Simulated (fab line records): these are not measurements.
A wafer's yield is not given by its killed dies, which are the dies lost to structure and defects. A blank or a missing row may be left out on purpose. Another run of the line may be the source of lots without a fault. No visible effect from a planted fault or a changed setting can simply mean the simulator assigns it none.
Chamber matching ; flow n5-finfet ; N5_HKMG_FIN_ALD_79 on ald-metal-04 has 4 sister chambers
The step deposits TiN, target thk 1.5 nm, pulse time 1 s, purge time 3 s. 8 wafers are shown with their chamber, then 10 later ones without.

WAFERS PAIRED WITH THEIR CHAMBERS
wafer;chamber;heater-power-w (W);precursor-pulse-height-rel
L084.5;2;886;1.010
L089.4;2;895;0.993
L091.1;0;855;1.007
L091.3;1;801;1.015
L094.2;1;824;0.977
L094.6;3;1042;1.012
L095.1;0;857;0.983
L095.2;3;998;1.003

WAFERS WITHOUT THEIR CHAMBER
wafer;heater-power-w (W);precursor-pulse-height-rel
L095.3;853;0.976
L095.4;876;0.976
L095.5;867;0.976
L095.6;1032;0.994
L096.1;1003;0.994
L096.2;868;0.995
L096.3;916;1.010
L096.4;841;0.996
L096.5;872;0.995
L096.6;1024;0.996

CHAMBER TAKEN BY EACH
wafer;from the rows above;in truth
L095.3;can't be placed: 0 or 1 or 2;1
L095.4;can't be placed: 0 or 2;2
L095.5;can't be placed: 0 or 2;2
L095.6;3;3
L096.1;3;3
L096.2;can't be placed: 0 or 2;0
L096.3;can't be placed: 2 or 0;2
L096.4;can't be placed: 0 or 1 or 2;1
L096.5;can't be placed: 0 or 2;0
L096.6;3;3
Correctly placed: 3 of 10. From these rows, 7 cannot be placed; in 7 the true chamber is one of the candidates. Number placed wrongly: 0.
How it was worked out, from the rows above alone: a wafer's distance from a chamber is the root of the sum, over the readings, of the square of ((its reading less the chamber's mean) divided by the reading's scatter). The wafer belongs to the nearest chamber; if the next one is less than 2 further off, it can't be placed. Each chamber's mean is taken over the wafers shown for it. The scatter: the root of (the sum of the squares of (reading less its chamber's mean) over the shown wafers, divided by (wafers less chambers)).
